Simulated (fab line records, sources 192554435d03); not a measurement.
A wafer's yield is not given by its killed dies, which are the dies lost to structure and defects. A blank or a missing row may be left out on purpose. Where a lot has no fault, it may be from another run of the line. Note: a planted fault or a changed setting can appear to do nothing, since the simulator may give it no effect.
8D (eight disciplines) problem report, filled in by code | flow n5-finfet | the parts of the form that need people (team, actions taken, sign-off) are left out

== 1. THE ISSUE ==
Wafers free of any fault read -0.1 nm (standard deviation 0.75) for M6_OVL at N5_BEOL_M6_OVL_MEAS_12, against a mean of 12.2 nm on 6 wafers of 2 lots. That is +16 standard deviations from the usual mean.
Seen first at day 14 08:11 on overlay-02, wafer L517.1. The record has a number at this step for 35 wafers belonging to 12 lots. The rule behind "out" and "out of limits": a value lying over 4 standard deviations away from the usual mean. All remaining wafers that have a number are taken as sound.

== 2. WHAT IT IS; WHAT IT IS NOT ==
question                    | is                     | is not
which readings at this step | M6_OVL                 | -
which lots                  | L517, L522             | L502, L503, L504, L506, L508, L509, L510, L511, L523, L524
which wafers of those lots  | all that have a number | -
read on which gauges        | overlay-01, overlay-02 | -
when                        | from day 14 08:11      | up to then (23 sound wafers); but 6 sound wafers of L523, L524 came after

== 3. WHAT RULES OUT EACH SUSPECT ==
Counting: a tool at a process step up to the reading stays a suspect if it ran every lot that is out and no sound lot after the first of them.
- the gauge at N5_BEOL_M6_OVL_MEAS_12 has been ruled out. The wafers that are out were read on 2 gauges (overlay-01, overlay-02).
- arfi-scanner-03 at N5_BEOL_M6_EXPOSE_08 (exposes mask M6): kept. It ran every lot that is out, first L517 (day 14 08:01), and no sound lot after that; its last sound lot up to then is L511 (day 12 04:08).
After counting, what remains is arfi-scanner-03 at N5_BEOL_M6_EXPOSE_08.

== 4. THE CAUSE (what the simulator had put in) ==
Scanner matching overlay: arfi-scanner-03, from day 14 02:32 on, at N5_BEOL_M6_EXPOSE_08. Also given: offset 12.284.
This tool alone remained once counting was done.

== 5. THE EFFECT CHAIN, in route order ==
One row per reading whose mean, taken over the struck wafers that have a number, lies over 3 standard deviations from the usual. Scope: only readings with a usual standard deviation given in the record; hours: median across lots of the time from each lot's start at the first step in this table that gives one to its start at this step; sigmas: change in usual standard deviations.
hours | step                   | reading | usual   | on struck wafers | change | sigmas
0     | N5_BEOL_M6_OVL_MEAS_12 | M6_OVL  | -0.1 nm | 12.2             | +12.3  | +16
Later measuring or inspecting steps at which every struck wafer that the step has a row for has a number for every such reading, and none has moved that far: N5_BEOL_M6_CD_MEAS_18.

== 6. HOW IT WOULD HAVE BEEN CAUGHT EARLIER ==
The first out-of-limits reading at a measuring or inspecting step in this record came at day 14 08:11, 6 hours after the fault's start at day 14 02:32.
Of the lots that are out (2), L522 began N5_BEOL_M6_EXPOSE_08 on arfi-scanner-03 after day 14 08:11. A tool hold placed at that time would have kept it from harm.
